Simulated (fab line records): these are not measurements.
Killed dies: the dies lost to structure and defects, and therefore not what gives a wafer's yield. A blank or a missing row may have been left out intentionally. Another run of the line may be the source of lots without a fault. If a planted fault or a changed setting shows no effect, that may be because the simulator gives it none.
fab line records + flow nand_harc
[record]
- lots = 14
- wafers = 42
- last_day = 33
route steps=1302 shown A_BLC@1124 A_M0@1145
lots that met no fault: taken from a fault-free run of the same line
start_h: hours from the record's opening day to when the first of the lot's shown wafers began + wait_h: hours since the lot's step before + " the same as in the row above + L1.1+2: several wafers, shown together as one row + - no value present, or no start provided + * or withheld: withheld + < > ~ a bound
route shown NAME@n: a module of which the file shows steps, and the number in the route of the first + usual: mean and standard deviation over wafers with no fault + same: alike in all rows + chamber/n: place in a boat + sites: each site's reading + _std_site: the values' standard deviation + _edge_site: the outer-site mean with the inner-site mean subtracted + radius_mm: for every site, how far away it sits from the centre of the wafer + mask NAME#n: copy n + behind: the tool/chamber that last shaped the wafer + hold: reason for holding the lot/hours on hold/outcome of the hold + device: which transistor (n, p or np) failed to switch + end of line: tests of these same wafers at the route's end + where a step has no rows: the recipe by itself + killed: dies that structure and defects cost at the first sort, which is not the same as the wafer's yield + map: a wafer's dies, marking killed ones x, the rest . and places with no die _
set.NAME: the setting as run; set.NAME@STEP: as run at that earlier step + model.NAME: the simulator's own value behind a step, which no gauge read
route steps across a sampled set of lots; one table per step, one row per wafer
services: when a tool's chamber went out of use (start_h, in hours from the record's first day, below 0 if earlier), for how many hours, and the reason
[[steps]]
[step NHARC_A_BLC_CD_MEAS_19]
[usual]
- cd_nm = 100/3.2
| lot.wafer | tool      | chamber | start_h | wait_h | cd_nm |
|-----------|-----------|---------|---------|--------|-------|
| L846.2    | cd_sem-02 | -       | 536.33  | -      | 97    |
| L846.3    | "         | -       | "       | "      | 100   |
| L846.6    | "         | -       | "       | "      | 102   |
| L845.2    | cd_sem-02 | -       | 537.21  | -      | 101   |
| L845.5    | "         | -       | "       | "      | 101   |
| L845.6    | "         | -       | "       | "      | 105   |
| L847.1    | cd_sem-03 | -       | 568.85  | -      | 96    |
| L847.3    | "         | -       | "       | "      | 98    |
| L847.6    | "         | -       | "       | "      | 104   |
| L850.2    | cd_sem-01 | -       | 584.41  | -      | 105   |
| L850.3    | "         | -       | "       | "      | 102   |
| L850.4    | "         | -       | "       | "      | 105   |
| L852.1    | cd_sem-01 | -       | 607.09  | -      | 102   |
| L852.2    | "         | -       | "       | "      | 108   |
| L852.4    | "         | -       | "       | "      | 105   |
| L853.1    | cd_sem-03 | -       | 623.80  | -      | 104   |
| L853.3    | "         | -       | "       | "      | 102   |
| L853.5    | "         | -       | "       | "      | 101   |
| L855.1    | cd_sem-01 | -       | 625.68  | -      | 104   |
| L855.2    | "         | -       | "       | "      | 104   |
| L855.6    | "         | -       | "       | "      | 104   |
| L857.3    | cd_sem-02 | -       | 649.11  | -      | 101   |
| L857.4    | "         | -       | "       | "      | 96    |
| L857.6    | "         | -       | "       | "      | 98    |
| L860.2    | cd_sem-02 | -       | 700.85  | -      | 97    |
| L860.4    | "         | -       | "       | "      | 101   |
| L860.5    | "         | -       | "       | "      | 95    |
| L862.2    | cd_sem-02 | -       | 718.17  | -      | 103   |
| L862.4    | "         | -       | "       | "      | 103   |
| L862.6    | "         | -       | "       | "      | 105   |
| L863.2    | cd_sem-02 | -       | 719.53  | -      | 98    |
| L863.4    | "         | -       | "       | "      | 98    |
| L863.5    | "         | -       | "       | "      | 98    |
| L864.1    | cd_sem-02 | -       | 727.22  | -      | 101   |
| L864.2    | "         | -       | "       | "      | 100   |
| L864.5    | "         | -       | "       | "      | 95    |
| L866.1    | cd_sem-03 | -       | 731.06  | -      | 102   |
| L866.2    | "         | -       | "       | "      | 104   |
| L866.3    | "         | -       | "       | "      | 102   |
| L865.3    | cd_sem-01 | -       | 731.12  | -      | 100   |
| L865.5    | "         | -       | "       | "      | 101   |
| L865.6    | "         | -       | "       | "      | 102   |
[step NHARC_A_M0_PEB_07]
[recipe]
- peb_temp_c = 100
- peb_time_s = 65
[usual]
- heater_power_total_W = 156.6/0.4
| lot.wafer | tool           | chamber | start_h | wait_h | heater_power_total_W |
|-----------|----------------|---------|---------|--------|----------------------|
| L846.2    | litho_track-04 | 0       | 539.06  | 0.1    | 156.7                |
| L846.3    | "              | 0       | "       | "      | 157.1                |
| L846.6    | "              | 0       | "       | "      | 156.1                |
| L845.2    | litho_track-04 | 0       | 539.95  | 0.1    | 156.7                |
| L845.5    | "              | 0       | "       | "      | 156.3                |
| L845.6    | "              | 0       | "       | "      | 156.9                |
| L847.1    | litho_track-04 | 0       | 571.69  | 0.1    | 156.8                |
| L847.3    | "              | 0       | "       | "      | 156.8                |
| L847.6    | "              | 0       | "       | "      | 156.5                |
| L850.2    | litho_track-06 | 0       | 587.08  | 0.1    | 156.2                |
| L850.3    | "              | 0       | "       | "      | 157.2                |
| L850.4    | "              | 0       | "       | "      | 156.8                |
| L852.1    | litho_track-06 | 0       | 609.90  | 0.1    | 156.2                |
| L852.2    | "              | 0       | "       | "      | 156.9                |
| L852.4    | "              | 0       | "       | "      | 157.2                |
| L853.1    | litho_track-04 | 0       | 626.62  | 0.1    | 156.0                |
| L853.3    | "              | 0       | "       | "      | 157.0                |
| L853.5    | "              | 0       | "       | "      | 157.0                |
| L855.1    | litho_track-06 | 0       | 628.67  | 0.1    | 156.5                |
| L855.2    | "              | 0       | "       | "      | 156.6                |
| L855.6    | "              | 0       | "       | "      | 157.0                |
| L857.3    | litho_track-04 | 0       | 651.82  | 0.0    | 156.8                |
| L857.4    | "              | 0       | "       | "      | 157.1                |
| L857.6    | "              | 0       | "       | "      | 157.0                |
| L860.2    | litho_track-04 | 0       | 704.09  | 0.1    | 155.9                |
| L860.4    | "              | 0       | "       | "      | 157.2                |
| L860.5    | "              | 0       | "       | "      | 155.8                |
| L862.2    | litho_track-04 | 0       | 720.95  | 0.1    | 156.8                |
| L862.4    | "              | 0       | "       | "      | 157.1                |
| L862.6    | "              | 0       | "       | "      | 156.1                |
| L863.2    | litho_track-06 | 0       | 722.32  | 0.1    | 156.0                |
| L863.4    | "              | 0       | "       | "      | 156.4                |
| L863.5    | "              | 0       | "       | "      | 157.1                |
| L864.1    | litho_track-06 | 0       | 730.17  | 0.1    | 157.2                |
| L864.2    | "              | 0       | "       | "      | 156.6                |
| L864.5    | "              | 0       | "       | "      | 156.7                |
| L866.1    | litho_track-06 | 0       | 733.97  | 0.1    | 156.8                |
| L866.2    | "              | 0       | "       | "      | 156.4                |
| L866.3    | "              | 0       | "       | "      | 157.2                |
| L865.3    | litho_track-06 | 0       | 734.58  | 0.0    | 156.4                |
| L865.5    | "              | 0       | "       | "      | 157.1                |
| L865.6    | "              | 0       | "       | "      | 157.1                |
[step NHARC_A_M0_CD_MEAS_09]
[recipe]
- target_cd_nm = 80
- landing_energy_ev = 500
[usual]
- cd_nm = 80.0/0.8
| lot.wafer | tool      | chamber | start_h | wait_h | cd_nm |
|-----------|-----------|---------|---------|--------|-------|
| L846.2    | cd_sem-03 | 0       | 539.15  | -      | 80.0  |
| L846.3    | "         | 0       | "       | "      | 80.1  |
| L846.6    | "         | 0       | "       | "      | 81.1  |
| L845.2    | cd_sem-02 | 0       | 540.03  | -      | 80.8  |
| L845.5    | "         | 0       | "       | "      | 79.3  |
| L845.6    | "         | 0       | "       | "      | 79.6  |
| L847.1    | cd_sem-03 | 0       | 571.77  | -      | 80.2  |
| L847.3    | "         | 0       | "       | "      | 80.0  |
| L847.6    | "         | 0       | "       | "      | 81.1  |
| L850.2    | cd_sem-03 | 0       | 587.16  | -      | 79.1  |
| L850.3    | "         | 0       | "       | "      | 81.7  |
| L850.4    | "         | 0       | "       | "      | 80.2  |
| L852.1    | cd_sem-03 | 0       | 609.98  | -      | 80.1  |
| L852.2    | "         | 0       | "       | "      | 81.0  |
| L852.4    | "         | 0       | "       | "      | 79.6  |
| L853.1    | cd_sem-01 | 0       | 626.70  | -      | 79.8  |
| L853.3    | "         | 0       | "       | "      | 80.6  |
| L853.5    | "         | 0       | "       | "      | 81.0  |
| L855.1    | cd_sem-03 | 0       | 628.75  | -      | 78.7  |
| L855.2    | "         | 0       | "       | "      | 78.6  |
| L855.6    | "         | 0       | "       | "      | 80.5  |
| L857.3    | cd_sem-03 | 0       | 651.90  | -      | 79.8  |
| L857.4    | "         | 0       | "       | "      | 80.1  |
| L857.6    | "         | 0       | "       | "      | 80.2  |
| L860.2    | cd_sem-03 | 0       | 704.18  | -      | 88.2  |
| L860.4    | "         | 0       | "       | "      | 88.5  |
| L860.5    | "         | 0       | "       | "      | 89.1  |
| L862.2    | cd_sem-02 | 0       | 721.03  | -      | 87.8  |
| L862.4    | "         | 0       | "       | "      | 87.6  |
| L862.6    | "         | 0       | "       | "      | 87.9  |
| L863.2    | cd_sem-01 | 0       | 722.40  | -      | 80.0  |
| L863.4    | "         | 0       | "       | "      | 79.6  |
| L863.5    | "         | 0       | "       | "      | 82.0  |
| L864.1    | cd_sem-03 | 0       | 730.25  | -      | 81.4  |
| L864.2    | "         | 0       | "       | "      | 81.3  |
| L864.5    | "         | 0       | "       | "      | 79.5  |
| L866.1    | cd_sem-02 | 0       | 734.05  | -      | 81.6  |
| L866.2    | "         | 0       | "       | "      | 79.8  |
| L866.3    | "         | 0       | "       | "      | 81.4  |
| L865.3    | cd_sem-01 | 0       | 734.67  | -      | 79.2  |
| L865.5    | "         | 0       | "       | "      | 78.6  |
| L865.6    | "         | 0       | "       | "      | 79.7  |
[step NHARC_A_M0_DESCUM_14]
[recipe]
- time_s = 3
- o2_flow_sccm = 200
- ar_flow_sccm = 0
- bias_power_w = 0
- chemistry = O2
[usual]
- drypump_motor_current_A = 5.6/0.31
- o2_flow_sccm = 200.0/0.5
- oes_product_au = 1.002/0.014
- rf_vpp_V = 57.8/0.86
- showerhead_plenum_p_Torr = 1.92/0.073
- throttle_valve_pct = 11.311/0.0086
| lot.wafer | tool        | chamber | start_h | wait_h | drypump_motor_current_A | o2_flow_sccm | oes_product_au | rf_hours_counter_h | rf_vpp_V | showerhead_plenum_p_Torr | throttle_valve_pct |
|-----------|-------------|---------|---------|--------|-------------------------|--------------|----------------|--------------------|----------|--------------------------|--------------------|
| L846.3    | rie_diel-01 | 2       | 539.33  | 0.1    | 5.7                     | 199.7        | 1.021          | 7                  | 58.0     | 1.92                     | 11.313             |
| L846.2    | "           | 3       | "       | "      | 5.9                     | 200.4        | 1.001          | 7                  | 56.9     | 1.79                     | 11.313             |
| L846.6    | "           | 0       | "       | "      | 5.2                     | 200.1        | 1.007          | -                  | 57.0     | 1.88                     | 11.303             |
| L845.2    | rie_diel-01 | 3       | 540.24  | 0.1    | 5.9                     | 200.2        | 0.991          | 7                  | 57.7     | 1.79                     | 11.311             |
| L845.6    | "           | 0       | "       | "      | 5.2                     | 200.1        | 1.009          | -                  | 56.7     | 1.88                     | 11.307             |
| L845.5    | "           | 3       | "       | "      | 5.8                     | 199.4        | 1.003          | -                  | 57.0     | 1.79                     | 11.312             |
| L847.1    | rie_diel-01 | 1       | 571.97  | 0.1    | 5.8                     | 200.3        | 0.994          | 0                  | 57.1     | 2.03                     | 11.310             |
| L847.3    | "           | 2       | "       | "      | 5.8                     | 200.0        | 1.002          | 0                  | 58.5     | 1.92                     | 11.299             |
| L847.6    | "           | 0       | "       | "      | 5.2                     | 200.1        | 1.023          | -                  | 58.2     | 1.88                     | 11.296             |
| L850.2    | rie_diel-01 | 2       | 587.35  | 0.1    | 5.8                     | 200.8        | 0.996          | 1                  | 58.4     | 1.92                     | 11.306             |
| L850.3    | "           | 0       | "       | "      | 5.2                     | 200.6        | 1.017          | 1                  | 57.4     | 1.88                     | 11.320             |
| L850.4    | "           | 1       | "       | "      | 5.8                     | 200.3        | 0.987          | 1                  | 57.5     | 2.03                     | 11.305             |
| L852.2    | rie_diel-11 | 0       | 610.17  | 0.1    | 6.1                     | 200.7        | 1.013          | 8                  | 57.0     | 1.85                     | 11.312             |
| L852.1    | "           | 2       | "       | "      | 5.8                     | 201.4        | 1.002          | 11                 | 57.0     | 1.90                     | 11.310             |
| L852.4    | "           | 3       | "       | "      | 5.4                     | 200.3        | 0.977          | 10                 | 57.5     | 2.02                     | 11.298             |
| L853.3    | rie_diel-01 | 1       | 626.88  | 0.1    | 5.8                     | 199.8        | 0.989          | 2                  | 58.7     | 2.03                     | 11.301             |
| L853.1    | "           | 0       | "       | "      | 5.2                     | 199.3        | 1.020          | 2                  | 56.6     | 1.88                     | 11.312             |
| L853.5    | "           | 1       | "       | "      | 5.8                     | 200.0        | 0.994          | -                  | 58.4     | 2.03                     | 11.317             |
| L855.1    | rie_diel-11 | 3       | 628.94  | 0.1    | 5.3                     | 199.3        | 0.979          | 11                 | 58.0     | 2.02                     | 11.293             |
| L855.2    | "           | 1       | "       | "      | 6.0                     | 199.2        | 0.980          | 10                 | 56.6     | 1.89                     | 11.319             |
| L855.6    | "           | 2       | "       | "      | 5.8                     | 200.9        | 0.998          | -                  | 57.7     | 1.90                     | 11.313             |
| L857.3    | rie_diel-11 | 0       | 652.08  | 0.1    | 6.0                     | 200.1        | 1.010          | 2                  | 56.8     | 1.85                     | 11.319             |
| L857.4    | "           | 3       | "       | "      | 5.3                     | 199.5        | 0.987          | 1                  | 57.7     | 2.02                     | 11.299             |
| L857.6    | "           | 1       | "       | "      | 6.0                     | 198.7        | 0.993          | -                  | 58.3     | 1.88                     | 11.316             |
| L860.2    | rie_diel-01 | 0       | 704.36  | 0.1    | 5.2                     | 200.3        | 1.018          | 6                  | 57.3     | 1.88                     | 11.309             |
| L860.4    | "           | 3       | "       | "      | 5.8                     | 199.9        | 1.004          | 4                  | 56.8     | 1.79                     | 11.308             |
| L860.5    | "           | 0       | "       | "      | 5.2                     | 200.4        | 1.026          | -                  | 57.7     | 1.88                     | 11.317             |
| L862.2    | rie_diel-04 | 1       | 721.23  | 0.1    | 5.7                     | 200.2        | 0.997          | 1                  | 58.5     | 1.97                     | 11.314             |
| L862.4    | "           | 2       | "       | "      | 5.4                     | 200.1        | 1.030          | 0                  | 56.4     | 1.87                     | 11.308             |
| L862.6    | "           | 3       | "       | "      | 5.8                     | 199.3        | 0.998          | -                  | 58.0     | 1.97                     | 11.307             |
| L863.2    | rie_diel-04 | 0       | 722.59  | 0.1    | 5.1                     | 199.6        | 1.005          | 1                  | 58.3     | 1.98                     | 11.318             |
| L863.4    | "           | 2       | "       | "      | 5.5                     | 199.4        | 1.019          | 0                  | 55.5     | 1.87                     | 11.311             |
| L863.5    | "           | 3       | "       | "      | 5.8                     | 200.1        | 0.995          | -                  | 58.7     | 1.97                     | 11.317             |
| L864.2    | rie_diel-11 | 1       | 730.43  | 0.1    | 6.1                     | 199.5        | 0.968          | 7                  | 57.5     | 1.88                     | 11.304             |
| L864.1    | "           | 0       | "       | "      | 6.1                     | 200.3        | 1.001          | 8                  | 56.6     | 1.85                     | 11.303             |
| L864.5    | "           | 1       | "       | "      | 6.0                     | 200.7        | 0.977          | -                  | 57.0     | 1.88                     | 11.317             |
| L866.1    | rie_diel-01 | 0       | 734.24  | 0.1    | 5.2                     | 200.5        | 1.013          | 7                  | 58.2     | 1.88                     | 11.318             |
| L866.2    | "           | 1       | "       | "      | 5.8                     | 200.3        | 0.989          | 8                  | 58.9     | 2.03                     | 11.322             |
| L866.3    | "           | 3       | "       | "      | 5.9                     | 199.7        | 1.015          | 5                  | 57.3     | 1.78                     | 11.301             |
| L865.3    | rie_diel-04 | 0       | 734.88  | 0.1    | 5.1                     | 199.9        | 1.005          | 1                  | 58.5     | 1.98                     | 11.318             |
| L865.5    | "           | 1       | "       | "      | 5.7                     | 200.6        | 1.003          | -                  | 58.3     | 1.98                     | 11.307             |
| L865.6    | "           | 2       | "       | "      | 5.4                     | 200.4        | 1.005          | -                  | 57.5     | 1.87                     | 11.301             |
[step NHARC_A_M0_ETCH_15]
[recipe]
- target_depth_a = 1500
- overetch_a = 150
- time_s = 82.5
- c4f8_flow_sccm = withheld
- ar_flow_sccm = 400
- rf_w = 600
- bias_w = 300
- chemistry = C4F8/Ar
[usual]
- oes_product_au = 0.961/0.025
- rf_vpp_V = 440.8/2.5
| lot.wafer | tool        | chamber | start_h | wait_h | oes_product_au | rf_hours_counter_h | rf_vpp_V |
|-----------|-------------|---------|---------|--------|----------------|--------------------|----------|
| L846.2    | rie_diel-01 | 2       | -       | -      | 0.977          | 7                  | 439.9    |
| L846.3    | "           | 3       | "       | "      | 0.950          | 7                  | 437.5    |
| L846.6    | "           | 2       | "       | "      | 0.971          | -                  | 442.4    |
| L845.2    | rie_diel-01 | 2       | -       | -      | 0.952          | 7                  | 441.7    |
| L845.6    | "           | 3       | "       | "      | 0.912          | -                  | 436.3    |
| L845.5    | "           | 0       | "       | "      | 0.937          | -                  | 440.4    |
| L847.3    | rie_diel-01 | 2       | -       | -      | 0.973          | 0                  | 441.8    |
| L847.1    | "           | 3       | "       | "      | 0.994          | 0                  | 437.1    |
| L847.6    | "           | 1       | "       | "      | 0.951          | -                  | 444.4    |
| L850.2    | rie_diel-01 | 2       | -       | -      | 0.964          | 1                  | 441.5    |
| L850.3    | "           | 3       | "       | "      | 0.974          | 1                  | 435.1    |
| L850.4    | "           | 0       | "       | "      | 0.990          | 1                  | 439.1    |
| L852.1    | rie_diel-11 | 2       | -       | -      | 0.920          | 11                 | 440.4    |
| L852.2    | "           | 3       | "       | "      | 0.903          | 10                 | 443.5    |
| L852.4    | "           | 0       | "       | "      | 0.927          | 8                  | 439.4    |
| L853.1    | rie_diel-01 | 3       | -       | -      | 0.929          | 1                  | 436.3    |
| L853.3    | "           | 1       | "       | "      | 0.953          | 2                  | 445.1    |
| L853.5    | "           | 3       | "       | "      | 0.933          | -                  | 438.0    |
| L855.2    | rie_diel-11 | 2       | -       | -      | 0.954          | 11                 | 438.5    |
| L855.1    | "           | 3       | "       | "      | 0.940          | 11                 | 444.3    |
| L855.6    | "           | 3       | "       | "      | 0.942          | -                  | 443.7    |
| L857.4    | rie_diel-11 | 3       | -       | -      | 0.983          | 1                  | 444.1    |
| L857.3    | "           | 1       | "       | "      | 0.940          | 2                  | 439.2    |
| L857.6    | "           | 3       | "       | "      | 0.985          | -                  | 443.9    |
| L860.2    | rie_diel-01 | 1       | -       | -      | 0.944          | 6                  | 443.3    |
| L860.4    | "           | 3       | "       | "      | 1.005          | 4                  | 436.0    |
| L860.5    | "           | 2       | "       | "      | 0.983          | -                  | 442.2    |
| L862.4    | rie_diel-04 | 2       | -       | -      | 1.001          | 0                  | 438.5    |
| L862.2    | "           | 1       | "       | "      | 0.997          | 1                  | 441.0    |
| L862.6    | "           | 3       | "       | "      | 0.975          | -                  | 441.9    |
| L863.2    | rie_diel-04 | 2       | -       | -      | 0.996          | 1                  | 439.6    |
| L863.4    | "           | 3       | "       | "      | 0.955          | 1                  | 442.9    |
| L863.5    | "           | 0       | "       | "      | 0.966          | -                  | 443.6    |
| L864.2    | rie_diel-11 | 1       | -       | -      | 0.905          | 7                  | 439.5    |
| L864.1    | "           | 3       | "       | "      | 0.919          | 6                  | 443.1    |
| L864.5    | "           | 2       | "       | "      | 0.934          | -                  | 439.1    |
| L866.2    | rie_diel-01 | 2       | -       | -      | 0.931          | 7                  | 440.8    |
| L866.1    | "           | 0       | "       | "      | 0.940          | 7                  | 438.8    |
| L866.3    | "           | 1       | "       | "      | 0.923          | 8                  | 443.7    |
| L865.3    | rie_diel-04 | 1       | -       | -      | 0.962          | 1                  | 443.6    |
| L865.5    | "           | 2       | "       | "      | 0.986          | -                  | 438.1    |
| L865.6    | "           | 3       | "       | "      | 0.978          | -                  | 441.5    |
[[services]]
| tool           | chamber | start_h | hours | kind       |
|----------------|---------|---------|-------|------------|
| rie_diel-01    | 1       | 521.36  | 36.9  | repair     |
| litho_track-06 | -       | 529.00  | 7.0   | pm         |
| rie_diel-04    | -       | 531.90  | 9.0   | pm         |
| rie_diel-01    | 0       | 536.80  | -     | clean      |
| rie_diel-01    | 2       | 536.80  | -     | clean      |
| rie_diel-01    | 3       | 536.80  | -     | clean      |
| litho_track-04 | -       | 553.00  | 7.0   | pm         |
| rie_diel-01    | -       | 557.80  | 9.0   | pm         |
| rie_diel-01    | 0       | 557.80  | 9.0   | vent_cycle |
| rie_diel-01    | 2       | 557.80  | 9.0   | vent_cycle |
| rie_diel-01    | 3       | 557.80  | 9.0   | vent_cycle |
| rie_diel-01    | 0       | 566.80  | -     | clean      |
| rie_diel-01    | 1       | 566.80  | -     | clean      |
| rie_diel-01    | 2       | 566.80  | -     | clean      |
| rie_diel-01    | -       | 570.54  | 0.2   | repair     |
| rie_diel-01    | 3       | 609.18  | 16.8  | repair     |
| rie_diel-11    | -       | 629.40  | 9.0   | pm         |
| rie_diel-04    | 3       | 640.41  | 11.6  | repair     |
| rie_diel-04    | 3       | 679.78  | 4.5   | repair     |
| rie_diel-11    | 1       | 697.63  | 4.5   | repair     |
| litho_track-06 | -       | 704.00  | 7.0   | pm         |
| rie_diel-04    | -       | 708.91  | 9.0   | pm         |
| litho_track-04 | -       | 728.00  | 7.0   | pm         |
| rie_diel-01    | -       | 734.80  | 9.0   | pm         |
[[key]]
[first_sign]
- step = NHARC_A_M0_CD_MEAS_09
- reading = cd_nm
- direction = up
- sigmas = 10
- usual = 80.0
- struck = 88.2
effect none on later readings
met_at NHARC_A_M0_PEB_07
struck_lots L860,L862
sort_left_out L860.2,L860.4,L860.5,L862.2,L862.4,L862.6
not_acting_at NHARC_A_BLC_CD_MEAS_19,NHARC_A_M0_DESCUM_14,NHARC_A_M0_ETCH_15
onset_between 651.82 704.09
[fault]
- kind = process_parameter_drift
- tool = litho_track-04
- chamber = -
- onset_h = 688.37
- steps = NHARC_A_M0_PEB_07
- channel = peb_time_s
- offset = *
- shape = step
- acts_in = *
- stated = *
// sort_left_out: the simulated sort isn't trusted on such a fault, so these wafers' sort isn't shown, and their yield isn't known
